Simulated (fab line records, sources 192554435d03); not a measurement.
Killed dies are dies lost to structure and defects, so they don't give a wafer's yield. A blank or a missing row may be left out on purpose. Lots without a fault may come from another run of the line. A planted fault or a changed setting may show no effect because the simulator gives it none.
Which tool did it? | flow n5_finfet | 9 lots, 27 wafers sampled, at 6 steps of a route of 1938

WHAT THE GAUGES READ, wafer by wafer
N5_MOL_CONTACT_COAG_INSPECT_57: inspects for defects (brightfield).
lot  | measured     | on                | raw_defect_count
L942 | day 5 19:25  | defect_inspect-02 | 217 121 167
L943 | day 6 00:53  | defect_inspect-01 | 158 126 182
L944 | day 6 07:43  | defect_inspect-02 | 224 284 204
L949 | day 7 12:48  | defect_inspect-01 | 235 184 1031
L955 | day 9 02:51  | defect_inspect-02 | 134 243 154
L959 | day 10 01:08 | defect_inspect-02 | 248 221 259
L960 | day 10 12:18 | defect_inspect-01 | 182 217 242
L961 | day 10 18:25 | defect_inspect-02 | 160 165 167
L962 | day 11 01:59 | defect_inspect-01 | 214 242 203

N5_BEOL_M4_RC_MEAS_101.
lot  | measured     | on        | DIBL_N (mV/V)  | DIBL_P (mV/V)  | IOFF_N (nA/um)    | IOFF_P (nA/um) | ION_N (uA/um) | ION_P (uA/um) | SS_N (mV/dec)  | SS_P (mV/dec)  | VT_N (mV)         | VT_P (mV)
L942 | day 8 18:12  | prober-02 | 36.8 36.2 35.0 | 37.2 36.3 35.3 | 0.173 0.167 0.147 | 0.19 0.19 0.17 | 674 685 668   | 449 455 453   | 71.8 71.4 71.9 | 73.8 72.5 72.8 | 246.7 246.7 251.3 | -254 -254 -254
L943 | day 9 00:22  | prober-02 | 34.6 36.9 37.7 | 33.8 36.4 38.1 | 0.118 0.154 0.176 | 0.20 0.25 0.27 | 651 661 682   | 458 462 477   | 70.6 72.2 72.1 | 72.5 72.9 74.1 | 254.1 247.8 249.6 | -248 -247 -243
L944 | day 9 09:47  | prober-01 | 37.5 39.0 37.6 | 38.4 39.6 38.6 | 0.198 0.209 0.190 | 0.24 0.26 0.24 | 678 679 682   | 458 460 469   | 72.5 72.6 71.7 | 74.3 74.2 73.8 | 247.3 246.0 248.4 | -249 -252 -249
L949 | day 10 02:36 | prober-02 | 37.4 37.1 35.2 | 37.7 37.6 35.3 | 0.189 0.195 0.146 | 0.24 0.24 0.20 | 675 708 686   | 464 472 470   | 71.9 71.1 71.2 | 73.2 73.7 73.1 | 245.7 246.1 252.9 | -250 -247 -251
L955 | day 11 21:12 | prober-02 | 37.7 35.0 35.7 | 35.9 33.7 33.7 | 0.174 0.124 0.138 | 0.21 0.17 0.17 | 663 661 653   | 451 455 448   | 72.5 71.4 71.8 | 73.4 73.3 72.7 | 252.2 254.1 252.6 | -249 -250 -256
L959 | day 12 22:25 | prober-01 | 39.8 38.6 38.2 | 39.1 37.8 37.4 | 0.201 0.186 0.171 | 0.26 0.25 0.23 | 667 684 666   | 458 467 463   | 71.8 71.5 71.7 | 74.0 73.6 73.3 | 250.8 249.1 248.9 | -245 -245 -247
L960 | day 13 15:14 | prober-02 | 35.1 36.0 35.1 | 34.8 35.2 35.0 | 0.137 0.146 0.142 | 0.19 0.20 0.20 | 665 666 662   | 460 455 456   | 70.9 71.1 70.9 | 73.0 72.9 72.6 | 250.8 251.1 248.0 | -250 -250 -248
L961 | day 13 12:08 | prober-02 | 35.3 34.5 35.9 | 31.4 30.9 32.4 | 0.130 0.117 0.137 | 0.15 0.14 0.16 | 674 669 660   | 453 450 446   | 71.3 70.8 70.6 | 72.9 72.6 72.0 | 250.6 251.5 250.8 | -258 -257 -255
L962 | day 13 18:05 | prober-01 | 37.4 40.3 36.6 | 35.5 38.7 33.9 | 0.158 0.217 0.146 | 0.23 0.30 0.22 | 674 691 656   | 466 465 458   | 71.0 72.4 71.6 | 73.2 73.9 72.1 | 249.3 245.3 254.2 | -247 -242 -247

WHICH TOOL RAN EACH LOT (tool, then ch and the chambers of the sampled wafers, then the start)
lot  | N5_MOL_CONTACT_COAG_CO_FILL_22   | N5_MOL_CONTACT_COAG_PRE_CLEAN_142 | N5_MOL_CONTACT_COAG_CMP_28    | N5_MOL_CONTACT_COAG_ETCH_89
L942 | cvd_co-01 ch 0,1,2, day 5 12:08  | pvd_sputter-03, day 5 15:08       | cmp-01 ch 0,2,3, day 5 18:00  | rie_diel-04 ch 0,1,3, day 5 19:29
L943 | cvd_co-01 ch 0,1,2, day 5 19:11  | pvd_sputter-03, day 5 20:32       | cmp-03 ch 1,2, day 5 23:13    | rie_diel-03 ch 1,3, day 6 01:00
L944 | cvd_co-02 ch 0,2, day 6 00:43    | pvd_sputter-01, day 6 03:41       | cmp-03 ch 0,1,2, day 6 06:20  | rie_diel-03 ch 0,1,2, day 6 08:29
L949 | cvd_co-02 ch 0,1, day 7 06:10    | pvd_sputter-01, day 7 08:50       | cmp-01 ch 1,2, day 7 11:34    | rie_diel-06 ch 0,1,2, day 7 12:52
L955 | cvd_co-01 ch 0,1, day 8 19:01    | pvd_sputter-01, day 8 22:50       | cmp-02 ch 0,2, day 9 01:30    | rie_diel-03 ch 0,2,3, day 9 03:01
L959 | cvd_co-01 ch 1,2, day 9 18:23    | pvd_sputter-02, day 9 21:07       | cmp-03 ch 1,3, day 9 23:47    | rie_diel-03 ch 2,3, day 10 01:13
L960 | cvd_co-01 ch 1,2, day 10 05:15   | pvd_sputter-02, day 10 08:15      | cmp-02 ch 1,3, day 10 10:55   | rie_diel-06 ch 0,1, day 10 12:53
L961 | cvd_co-02 ch 0,1, day 10 12:13   | pvd_sputter-01, day 10 14:32      | cmp-03 ch 1,2,3, day 10 17:09 | rie_diel-03 ch 0,2, day 10 18:29
L962 | cvd_co-02 ch 0,1,2, day 10 19:18 | pvd_sputter-02, day 10 21:44      | cmp-02 ch 2,3, day 11 00:31   | rie_diel-03 ch 0,1,2, day 11 02:17
- N5_MOL_CONTACT_COAG_CO_FILL_22: material Co, precursor CCTBA/H2, target thk 20 nm.
- N5_MOL_CONTACT_COAG_PRE_CLEAN_142: time 60 s.
- N5_MOL_CONTACT_COAG_CMP_28: polishes, stops on SiNx, t overpolish 0.85 s, target thk 14.522 nm.
- N5_MOL_CONTACT_COAG_ETCH_89: etches underlayer in N2/H2, target depth 13 nm, time 10.4 s.

WHAT THE TOOLS THEMSELVES READ (means of the sampled wafers that have a number; where no wafer has one, the mark that the record gives instead)
N5_MOL_CONTACT_COAG_CO_FILL_22.
lot  | tool      | heater_power_w (W)
L942 | cvd_co-01 | 261
L943 | cvd_co-01 | 262
L944 | cvd_co-02 | 239
L949 | cvd_co-02 | 232
L955 | cvd_co-01 | 257
L959 | cvd_co-01 | 290
L960 | cvd_co-01 | 294
L961 | cvd_co-02 | 233
L962 | cvd_co-02 | 247

N5_MOL_CONTACT_COAG_PRE_CLEAN_142.
lot  | tool           | heater_power_w (W)
L942 | pvd_sputter-03 | 442
L943 | pvd_sputter-03 | 440
L944 | pvd_sputter-01 | 450
L949 | pvd_sputter-01 | 453
L955 | pvd_sputter-01 | 447
L959 | pvd_sputter-02 | 520
L960 | pvd_sputter-02 | 560
L961 | pvd_sputter-01 | 443
L962 | pvd_sputter-02 | 458

N5_MOL_CONTACT_COAG_CMP_28.
lot  | tool   | motor_current_A (A) | time_to_endpoint_s (s)
L942 | cmp-01 | 12.3                | 3.1
L943 | cmp-03 | 11.9                | 5.8
L944 | cmp-03 | 11.6                | 7.6
L949 | cmp-01 | 13.1                | 4.6
L955 | cmp-02 | 12.5                | 5.2
L959 | cmp-03 | 12.1                | 4.4
L960 | cmp-02 | 11.7                | 3.8
L961 | cmp-03 | 12.2                | 5.6
L962 | cmp-02 | 11.9                | 4.7

N5_MOL_CONTACT_COAG_ETCH_89.
lot  | tool        | drypump_motor_current_A (A) | etch_rf_on_time_s (s) | oes_product_au (a.u.) | rf_vpp_V (V) | showerhead_plenum_p_Torr (Torr) | throttle_valve_pct (%)
L942 | rie_diel-04 | 5.6                         | 10.35                 | 0.71                  | 526.3        | 2.64                            | 17.8
L943 | rie_diel-03 | 5.7                         | 10.65                 | 0.59                  | 525.6        | 2.58                            | 18.3
L944 | rie_diel-03 | 5.4                         | 10.59                 | 0.72                  | 525.0        | 2.57                            | 17.7
L949 | rie_diel-06 | 5.3                         | 10.41                 | 0.66                  | 521.3        | 2.49                            | 17.9
L955 | rie_diel-03 | 5.5                         | 10.45                 | 0.77                  | 525.8        | 2.60                            | 17.8
L959 | rie_diel-03 | 5.7                         | 10.48                 | 0.76                  | 525.7        | 2.67                            | 17.7
L960 | rie_diel-06 | 5.4                         | 10.52                 | 0.63                  | 521.8        | 2.47                            | 18.0
L961 | rie_diel-03 | 5.3                         | 10.46                 | 0.72                  | 522.6        | 2.54                            | 17.7
L962 | rie_diel-03 | 5.5                         | 10.55                 | 0.74                  | 524.1        | 2.55                            | 17.6

THE ANSWER, worked out from the rows above alone
Rule: what is usual is taken from the lots themselves. Put in order of their means at a reading, lots are off if they are a third of the lots or fewer, leave a main group of 4 or more, and stand apart from it by a gap of 3 or more times the standard deviation of the main group's means; of several such gaps the widest counts. A main group whose means are all the same, to the digits that the tables above print for the reading, isn't used. A lot without any number at a reading at which 4 lots or more have one is off too. The other lots that the step has rows for count as sound. The gauges are gone through in route order, then the tools' own readings, and for those a lot's mean is taken as printed above. The first step at which some lot is off is used, and at that step the reading that is off furthest; a lot without a number counts as furthest.
Off: L949, at N5_MOL_CONTACT_COAG_INSPECT_57 (raw_defect_count). The main group: mean 197, standard deviation 33.
A tool fits if, at a process step before that reading, it ran every lot that is off, and no sound lot after the first of them. The gauges at N5_MOL_CONTACT_COAG_INSPECT_57 are tried like those tools. One fits: cmp-01 at N5_MOL_CONTACT_COAG_CMP_28. Its last sound lot is L942 (day 5 18:00), its first lot that is off L949 (day 7 11:34): a fault that began between those two fits.

WHAT THE SIMULATOR HAD PUT IN
Chamber particle source: cmp-01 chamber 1, from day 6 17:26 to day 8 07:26, at N5_MOL_CONTACT_COAG_CMP_28. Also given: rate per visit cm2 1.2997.
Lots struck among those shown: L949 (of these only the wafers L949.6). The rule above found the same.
